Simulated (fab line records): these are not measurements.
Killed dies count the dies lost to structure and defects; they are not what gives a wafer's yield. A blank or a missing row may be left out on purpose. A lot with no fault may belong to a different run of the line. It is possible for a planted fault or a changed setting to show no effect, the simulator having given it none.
Comparing a struck lot with a sound one | flow n5 finfet | 15 steps out of a route of 1938
Sound: wafers L645.1, L645.2, L645.4. The struck wafers were L647.2, L647.3, L647.6. The cause is given at the end.
At each step with rows: each side's tool, then ch and its chambers, then its first start. Under that, the readings that differ: sound wafers | struck wafers | difference of the means | sigmas: that difference in standard deviations of wafers without a fault.
alike: readings with means less than 2 such deviations apart, plus words and numbers identical on both sides. not compared: withheld readings, readings lacking a value on some wafer, bounds such as >300 that could conceal the same value, and numbers that have no deviation in the record and whose values overlap.
A row with sigmas, a row that says differs or no value, or rows on one side alone: a step with any of these is where the two part. When numbers do not overlap yet have no deviation, they are printed without sigmas and do not part them. A reading that every wafer of one side lacks parts them only if that side has two wafers or more.

first, 1 step without rows for these wafers: N5_BEOL_M14_HARDBAKE_14 (time 120 s).
N5_BEOL_M14_CD_MEAS_10: target cd 250 nm.
  sound on cd sem-03 ch 0, day 12 19:49; struck on cd sem-02 ch 0, day 13 14:07
  alike: cd nm
N5_BEOL_M14_OVL_MEAS_11:
  sound on overlay-01 ch 0, day 12 19:50; struck on overlay-01 ch 0, day 13 14:09
  alike: V13_OVL
N5_BEOL_M14_INSPECT_12: inspects for defects (macro).
  sound: defect inspect-02 at day 12 19:52; struck: defect inspect-01 at day 13 14:10
  alike: raw defect count
N5_BEOL_M14_DESCUM_15: chemistry O2, time 7.9 s.
  sound on rie diel-02 ch 1,2,3, day 12 19:53; struck on rie diel-05 ch 0,1,3, day 13 14:13
  reading                | sound             | struck            | difference | sigmas
  throttle valve pct (%) | 20.98 20.98 20.44 | 20.29 20.21 20.11 | -0.60      | -2
  alike: bias power w, drypump motor current A, oes product au, rf vpp V, showerhead plenum p Torr, temp c
  not compared: rf hours counter h
N5_BEOL_M14_ETCH_59: etches BARC in N2/H2, target depth 89 nm, overetch 26.7 nm, time 67.9 s.
  sound on rie diel-02 ch 1,2,3, day 12 19:56; struck on rie diel-05 ch 0,1,3, day 13 14:14
  alike: drypump motor current A, oes product au, rf vpp V, showerhead plenum p Torr, throttle valve pct
  not compared: rf hours counter h
N5_BEOL_M14_VIA_ETCH_16: etches SiO2 in C4F8/O2/Ar, target depth 1231.3 nm.
  sound on rie diel-02 ch 1,2,3, day 12 19:59; struck on rie diel-05 ch 0,1,3, day 13 14:17
  reading                | sound             | struck            | difference | sigmas
  throttle valve pct (%) | 31.30 31.46 30.91 | 30.73 30.75 30.74 | -0.48      | -2
  alike: drypump motor current A, oes product au, rf vpp V, showerhead plenum p Torr
N5_BEOL_M14_STRIP_63: strips in O2.
  sound: rie diel-02 ch 1,2,3; struck: rie diel-05 ch 0,1,3
  reading                | sound             | struck            | difference | sigmas
  oes product au (a.u.)  | 0.70 0.68 0.69    | 0.82 0.86 0.96    | +0.19      | +2
  throttle valve pct (%) | 17.18 17.23 16.72 | 16.53 16.45 16.35 | -0.60      | -2
  alike: drypump motor current A, rf vpp V, showerhead plenum p Torr, temp c
  not compared: rf hours counter h
N5_BEOL_M14_STRIP_64: strips in O2.
  sound: rie diel-02 ch 1,2,3; struck: rie diel-05 ch 0,1,3
  reading                | sound             | struck            | difference | sigmas
  throttle valve pct (%) | 17.21 17.23 16.70 | 16.53 16.46 16.34 | -0.60      | -2
  alike: drypump motor current A, oes product au, rf vpp V, showerhead plenum p Torr, temp c
  not compared: rf hours counter h
then, 2 steps without rows for these wafers: N5_BEOL_M14_STRIP_71 (strips in post etch residue remover, time 60 s); N5_BEOL_M14_SRD_72 (time 30 s, dry time 30 s).
N5_BEOL_M14_CD_MEAS_17: target cd 250 nm.
  sound: cd sem-03 at day 12 20:20; struck: cd sem-03 at day 13 14:39
  alike: cd nm
N5_BEOL_M14_COAT_65: time 60 s, resist thk 450 nm.
  sound on litho track-01 ch 0, day 12 20:22; struck on litho track-01 ch 0, day 13 14:41
  reading                  | sound                | struck               | difference | sigmas
  heater power total W (W) | 502.5 502.3 499.7    | 862.7 863.3 864.9    | +362.1     | +99 or more
  plate temp C (C)         | 249.99 250.02 250.03 | 272.43 272.66 272.54 | +22.53     | +99 or more
  alike: resist line temp C, spin speed rpm
then, 1 step without rows for these wafers: N5_BEOL_M14_COAT_66 (time 60 s, resist thk 110 nm).
N5_PASSIVATION_PROBE_49:
  rows exist in the record for the struck wafers here (prober-02, day 14 17:45), but not for the sound ones

## WHERE THEY PART
At N5_BEOL_M14_DESCUM_15 first; at N5_PASSIVATION_PROBE_49 last (within this record only).

WHY: what had been put in by the simulator
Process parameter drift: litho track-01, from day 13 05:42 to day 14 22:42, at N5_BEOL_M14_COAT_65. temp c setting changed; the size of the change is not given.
